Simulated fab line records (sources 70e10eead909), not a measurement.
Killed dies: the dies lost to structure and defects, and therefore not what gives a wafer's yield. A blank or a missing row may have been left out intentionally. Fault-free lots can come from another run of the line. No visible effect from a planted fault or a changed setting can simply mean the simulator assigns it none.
The tool behind it: which one? -- flow nand-harc -- 24 lots with 72 wafers sampled at 6 steps, on a route of 1159 steps

## WHAT THE GAUGES SHOWED, per wafer
NHARC_A_M1_INSPECT_11.
lot,measured,on,raw-defect-count
L075,day 18 09:07,defect-inspect-02,23 18 32
L074,day 18 08:58,defect-inspect-01,32 33 29
L077,day 18 09:16,defect-inspect-01,37 26 38
L078,day 18 09:26,defect-inspect-02,40 29 33
L076,day 18 11:10,defect-inspect-02,50 32 37
L080,day 18 23:32,defect-inspect-01,45 42 36
L079,day 19 00:42,defect-inspect-02,16 18 9
L083,day 19 09:38,defect-inspect-01,28 36 28
L082,day 19 19:48,defect-inspect-01,25 21 26
L085,day 20 02:18,defect-inspect-01,21 32 24
L081,day 20 07:22,defect-inspect-01,35 23 29
L084,day 20 10:45,defect-inspect-02,36 43 35
L087,day 20 11:19,defect-inspect-02,30 28 34
L086,day 20 12:19,defect-inspect-02,30 40 36
L089,day 21 01:40,defect-inspect-02,33 19 25
L088,day 21 08:20,defect-inspect-02,21 36 33
L090,day 21 14:35,defect-inspect-02,15 9 22
L091,day 21 22:49,defect-inspect-01,32 33 33
L093,day 22 02:04,defect-inspect-02,19 29 16
L092,day 22 04:05,defect-inspect-02,49 52 55
L095,day 22 07:02,defect-inspect-01,45 41 38
L094,day 22 11:04,defect-inspect-01,44 51 44
L097,day 22 21:32,defect-inspect-01,18 16 22
L096,day 23 06:04,defect-inspect-02,43 46 41

## WHICH TOOL RAN EACH LOT (tool, then ch and the chambers of the sampled wafers, then the start)
lot,NHARC_A_CONTACT_CMP_20,NHARC_A_BLC_DESCUM_15,NHARC_A_BLC_CVD_24,NHARC_A_M0_PRE_CLEAN_29,NHARC_A_M0_CMP_23
L075,"cmp-01 ch 0,1,3, day 17 11:44","rie-diel-01 ch 0,1,2, day 17 12:43","cvd-w-01 ch 0,1, day 18 00:11 or earlier","pvd-sputter-03, day 18 00:11 or earlier","cmp-04 ch 0,1,2, day 18 00:11"
L074,"cmp-01 ch 1,2,3, day 17 13:08","rie-diel-08 ch 0,2, day 17 14:08","cvd-w-01 ch 0,1, day 18 00:13 or earlier","pvd-sputter-01, day 18 00:13 or earlier","cmp-02 ch 1,2,3, day 18 00:13"
L077,"cmp-04 ch 0,1, day 17 22:01","rie-diel-05 ch 0,2, day 17 23:07","cvd-w-02 ch 0,1, day 18 05:34 or earlier","pvd-sputter-03, day 18 05:34 or earlier","cmp-01 ch 0,1,3, day 18 05:34"
L078,"cmp-01 ch 2,3, day 17 22:09","rie-diel-01 ch 0,2, day 17 23:17","cvd-w-02 ch 0,1, day 18 05:54 or earlier","pvd-sputter-02, day 18 05:54 or earlier","cmp-04 ch 0,2,3, day 18 05:54"
L076,"cmp-04 ch 1,2,3, day 18 02:10","rie-diel-01 ch 0,2, day 18 03:06","cvd-w-02 ch 1, day 18 09:16 or earlier","pvd-sputter-02, day 18 09:16 or earlier","cmp-04 ch 2,3, day 18 09:16"
L080,"cmp-04 ch 0,1, day 18 14:13","rie-diel-01 ch 1,2,3, day 18 15:20","cvd-w-02 ch 1, day 18 21:31 or earlier","pvd-sputter-01, day 18 21:31 or earlier","cmp-04 ch 0,1,3, day 18 21:31"
L079,"cmp-03 ch 0,1,2, day 18 14:20","rie-diel-05 ch 1,2, day 18 15:28","cvd-w-02 ch 0,1, day 18 22:08 or earlier","pvd-sputter-03, day 18 22:08 or earlier","cmp-04 ch 0,3, day 18 22:08"
L083,"cmp-01 ch 0,1,3, day 18 20:29","rie-diel-01 ch 2,3, day 18 21:34","cvd-w-02 ch 0,1, day 19 07:49 or earlier","pvd-sputter-03, day 19 07:49 or earlier","cmp-02 ch 0,1,2, day 19 07:49"
L082,"cmp-04 ch 1,2,3, day 19 07:59","rie-diel-05 ch 0,1,2, day 19 08:59","cvd-w-01 ch 0,1, day 19 17:51 or earlier","pvd-sputter-02, day 19 17:51 or earlier","cmp-01 ch 0,1,2, day 19 17:51"
L085,"cmp-01 ch 1,2,3, day 19 13:06","rie-diel-05 ch 1,2,3, day 19 14:10","cvd-w-02 ch 0,1, day 20 00:25 or earlier","pvd-sputter-02, day 20 00:25 or earlier","cmp-02 ch 0,1, day 20 00:25"
L081,"cmp-01 ch 0,2, day 19 19:52","rie-diel-05 ch 1,2, day 19 20:50","cvd-w-02 ch 0,1, day 20 05:23 or earlier","pvd-sputter-02, day 20 05:23 or earlier","cmp-01 ch 0,2,3, day 20 05:23"
L084,"cmp-01 ch 2,3, day 20 01:30","rie-diel-01 ch 1,2, day 20 02:34","cvd-w-01 ch 0,1, day 20 08:47 or earlier","pvd-sputter-01, day 20 08:47 or earlier","cmp-01 ch 1,3, day 20 08:47"
L087,"cmp-04 ch 0,3, day 20 02:13","rie-diel-05 ch 1,2,3, day 20 03:11","cvd-w-01 ch 0,1, day 20 09:28 or earlier","pvd-sputter-01, day 20 09:28 or earlier","cmp-01 ch 1,2, day 20 09:28"
L086,"cmp-04 ch 0,1,2, day 20 02:59","rie-diel-01 ch 0,1,2, day 20 03:57","cvd-w-01 ch 0,1, day 20 10:20 or earlier","pvd-sputter-02, day 20 10:20 or earlier","cmp-02 ch 0,2,3, day 20 10:20"
L089,"cmp-01 ch 0,1,2, day 20 14:44","rie-diel-05 ch 0,2,3, day 20 15:50","cvd-w-02 ch 0,1, day 20 23:43 or earlier","pvd-sputter-02, day 20 23:43 or earlier","cmp-02 ch 0,1, day 20 23:43"
L088,"cmp-04 ch 0,2, day 20 22:31","rie-diel-05 ch 1,2,3, day 20 23:29","cvd-w-02 ch 0,1, day 21 05:55 or earlier","pvd-sputter-02, day 21 05:55 or earlier","cmp-04 ch 0,2, day 21 05:55"
L090,"cmp-03 ch 0,1,2, day 21 03:18","rie-diel-05 ch 0,2, day 21 04:21","cvd-w-02 ch 0,1, day 21 12:37 or earlier","pvd-sputter-01, day 21 12:37 or earlier","cmp-01 ch 0,1,2, day 21 12:37"
L091,"cmp-03 ch 0,1,2, day 21 10:00","rie-diel-08 ch 2,3, day 21 11:05","cvd-w-01 ch 0,1, day 21 20:49 or earlier","pvd-sputter-02, day 21 20:49 or earlier","cmp-01 ch 0,2,3, day 21 20:49"
L093,"cmp-01 ch 0,2,3, day 21 16:53","rie-diel-05 ch 1,2,3, day 21 18:00","cvd-w-01 ch 0,1, day 22 00:11 or earlier","pvd-sputter-03, day 22 00:11 or earlier","cmp-04 ch 1,2,3, day 22 00:11"
L092,"cmp-01 ch 0,1, day 21 18:04","rie-diel-05 ch 0,1,2, day 21 19:06","cvd-w-01 ch 0,1, day 22 02:03 or earlier","pvd-sputter-03, day 22 02:03 or earlier","cmp-02 ch 2,3, day 22 02:03"
L095,"cmp-04 ch 0,2,3, day 21 21:58","rie-diel-05 ch 1,2,3, day 21 22:55","cvd-w-02 ch 0,1, day 22 05:08 or earlier","pvd-sputter-03, day 22 05:08 or earlier","cmp-02 ch 1,2,3, day 22 05:08"
L094,"cmp-03 ch 1,2, day 21 23:35","rie-diel-05 ch 0,2, day 22 00:42","cvd-w-02 ch 0,1, day 22 09:08 or earlier","pvd-sputter-03, day 22 09:08 or earlier","cmp-02 ch 0,2,3, day 22 09:08"
L097,"cmp-04 ch 1,2, day 22 11:10","rie-diel-05 ch 0,3, day 22 12:17","cvd-w-01 ch 0,1, day 22 18:49 or earlier","pvd-sputter-02, day 22 18:49 or earlier","cmp-01 ch 1,2,3, day 22 18:49"
L096,"cmp-04 ch 2,3, day 22 16:46","rie-diel-01 ch 1,2,3, day 22 17:52","cvd-w-02 ch 0,1, day 23 04:06 or earlier","pvd-sputter-03, day 23 04:06 or earlier","cmp-04 ch 0,3, day 23 04:06"
- NHARC_A_CONTACT_CMP_20: polishes, t overpolish 30 s, target thk 300 nm.
- NHARC_A_BLC_DESCUM_15: chemistry O2, time 3 s.
- NHARC_A_BLC_CVD_24: deposits W, target thk 150 nm, time 434 s.
- NHARC_A_M0_PRE_CLEAN_29: time 30 s.
- NHARC_A_M0_CMP_23: polishes, t overpolish 20 s, target thk 113.75 nm.

## AS READ BY THE TOOLS THEMSELVES (means over the sampled wafers that have a number; for cases with no such wafer, the mark the record gives instead)
NHARC_A_CONTACT_CMP_20.
lot,tool,motor-current-A (A),overpolish-run-s (s),time-to-endpoint-s (s)
L075,cmp-01,11.8,29.997,64
L074,cmp-01,12.4,29.996,58
L077,cmp-04,11.1,30.006,64
L078,cmp-01,12.2,30.007,63
L076,cmp-04,11.7,30.005,62
L080,cmp-04,11.4,30.000,60
L079,cmp-03,13.1,29.995,61
L083,cmp-01,11.8,29.992,63
L082,cmp-04,11.9,29.993,61
L085,cmp-01,11.7,30.000,61
L081,cmp-01,11.6,29.997,60
L084,cmp-01,11.9,30.004,60
L087,cmp-04,10.9,29.996,59
L086,cmp-04,11.6,29.998,64
L089,cmp-01,11.1,29.996,61
L088,cmp-04,11.0,30.004,64
L090,cmp-03,13.0,30.004,60
L091,cmp-03,13.0,30.005,60
L093,cmp-01,11.9,29.997,63
L092,cmp-01,11.1,30.004,65
L095,cmp-04,11.3,30.003,62
L094,cmp-03,12.0,30.001,58
L097,cmp-04,11.2,30.001,63
L096,cmp-04,11.9,29.999,56

NHARC_A_BLC_DESCUM_15.
lot,tool,drypump-motor-current-A (A),mfc-ar-sccm (sccm),oes-product-au (a.u.),rf-vpp-V (V),showerhead-plenum-p-Torr (Torr),throttle-valve-pct (%)
L075,rie-diel-01,5.6,0.000,0.999,57.3,1.84,11.314
L074,rie-diel-08,5.8,0.003,0.994,57.7,1.80,11.319
L077,rie-diel-05,6.1,0.004,0.985,58.2,1.94,11.321
L078,rie-diel-01,5.1,0.001,1.007,57.5,1.83,11.322
L076,rie-diel-01,5.2,0.000,1.020,57.5,1.81,11.313
L080,rie-diel-01,5.8,0.008,1.000,57.8,1.85,11.316
L079,rie-diel-05,5.8,0.008,0.994,58.5,1.99,11.322
L083,rie-diel-01,5.3,0.009,1.001,58.2,1.84,11.308
L082,rie-diel-05,6.0,0.004,0.990,58.6,1.97,11.303
L085,rie-diel-05,6.0,0.006,0.992,57.0,1.94,11.309
L081,rie-diel-05,5.8,0.008,1.006,58.3,1.99,11.309
L084,rie-diel-01,5.6,0.001,1.005,57.3,1.86,11.321
L087,rie-diel-05,6.0,0.006,0.999,57.7,1.94,11.307
L086,rie-diel-01,5.7,0.000,1.007,57.9,1.84,11.323
L089,rie-diel-05,6.0,0.006,0.991,58.1,1.91,11.307
L088,rie-diel-05,6.0,0.006,0.992,57.5,1.94,11.303
L090,rie-diel-05,5.8,0.008,0.992,58.7,1.96,11.312
L091,rie-diel-08,5.6,0.000,1.002,58.0,2.01,11.314
L093,rie-diel-05,6.0,0.006,0.990,58.4,1.94,11.312
L092,rie-diel-05,6.0,0.004,0.989,57.9,1.96,11.324
L095,rie-diel-05,6.0,0.006,0.985,58.4,1.94,11.311
L094,rie-diel-05,6.1,0.004,0.994,57.7,1.93,11.307
L097,rie-diel-05,6.3,0.005,0.982,58.0,1.86,11.308
L096,rie-diel-01,5.8,0.008,1.007,57.0,1.85,11.308

NHARC_A_BLC_CVD_24.
lot,tool,heater-power-w (W),mfc-ar-sccm (sccm),mfc-h2-sccm (sccm),throttle-valve-pct (%)
L075,cvd-w-01,443,1562,1599,7.98
L074,cvd-w-01,452,1560,1600,7.87
L077,cvd-w-02,410,1562,1598,7.73
L078,cvd-w-02,412,1563,1602,7.85
L076,cvd-w-02,431,1560,1599,7.80
L080,cvd-w-02,432,1561,1599,7.87
L079,cvd-w-02,417,1562,1603,7.73
L083,cvd-w-02,415,1561,1603,7.83
L082,cvd-w-01,424,1562,1606,8.02
L085,cvd-w-02,412,1562,1602,7.88
L081,cvd-w-02,422,1555,1603,7.86
L084,cvd-w-01,451,1561,1601,8.08
L087,cvd-w-01,422,1561,1596,7.74
L086,cvd-w-01,451,1560,1602,7.89
L089,cvd-w-02,388,1554,1603,7.80
L088,cvd-w-02,412,1561,1598,8.00
L090,cvd-w-02,389,1559,1600,7.75
L091,cvd-w-01,429,1558,1598,8.01
L093,cvd-w-01,407,1555,1590,7.96
L092,cvd-w-01,415,1565,1602,7.92
L095,cvd-w-02,385,1562,1597,7.90
L094,cvd-w-02,386,1564,1596,8.00
L097,cvd-w-01,430,1561,1601,8.08
L096,cvd-w-02,409,1558,1600,7.86

NHARC_A_M0_PRE_CLEAN_29.
lot,tool,heater-power-w (W)
L075,pvd-sputter-03,428
L074,pvd-sputter-01,431
L077,pvd-sputter-03,391
L078,pvd-sputter-02,390
L076,pvd-sputter-02,463
L080,pvd-sputter-01,437
L079,pvd-sputter-03,415
L083,pvd-sputter-03,415
L082,pvd-sputter-02,472
L085,pvd-sputter-02,420
L081,pvd-sputter-02,508
L084,pvd-sputter-01,428
L087,pvd-sputter-01,438
L086,pvd-sputter-02,447
L089,pvd-sputter-02,485
L088,pvd-sputter-02,425
L090,pvd-sputter-01,436
L091,pvd-sputter-02,462
L093,pvd-sputter-03,395
L092,pvd-sputter-03,392
L095,pvd-sputter-03,413
L094,pvd-sputter-03,394
L097,pvd-sputter-02,473
L096,pvd-sputter-03,423

NHARC_A_M0_CMP_23.
lot,tool,motor-current-A (A),time-to-endpoint-s (s)
L075,cmp-04,11.7,31.5
L074,cmp-02,11.8,29.6
L077,cmp-01,11.5,27.8
L078,cmp-04,11.8,29.8
L076,cmp-04,11.3,27.0
L080,cmp-04,11.6,29.0
L079,cmp-04,11.3,29.0
L083,cmp-02,12.0,31.1
L082,cmp-01,11.3,30.3
L085,cmp-02,11.9,31.1
L081,cmp-01,11.7,32.5
L084,cmp-01,12.8,30.4
L087,cmp-01,11.7,30.6
L086,cmp-02,11.0,29.8
L089,cmp-02,12.1,32.4
L088,cmp-04,11.1,31.4
L090,cmp-01,11.6,32.3
L091,cmp-01,11.8,31.0
L093,cmp-04,12.1,28.2
L092,cmp-02,11.1,27.9
L095,cmp-02,11.6,31.2
L094,cmp-02,10.9,27.5
L097,cmp-01,11.7,29.8
L096,cmp-04,11.9,27.0

## THE ANSWER, worked out from the rows above alone
Rule: usual is defined by the lots themselves. The widest of any qualifying gaps counts: lots, ordered by their means at a reading, are off when they make up no more than a third of the lots, leave a main group of 4 or more, and stand apart from it by 3 or more times the standard deviation of that group's means. Not used: any main group whose means are identical at the precision the tables above print for the reading. Also off: a lot with no number at a reading for which 4 or more lots have one. The other lots that the step has rows for count as sound. First the gauges in route order, then the tools' own readings, where a lot's mean is used as printed above. The first step at which some lot is off is used, and at that step the reading that is off furthest; a lot without a number counts as furthest.
No lot is off on any of the readings shown, so nothing can be concluded from this.

## WHAT HAD BEEN PUT IN BY THE SIMULATOR
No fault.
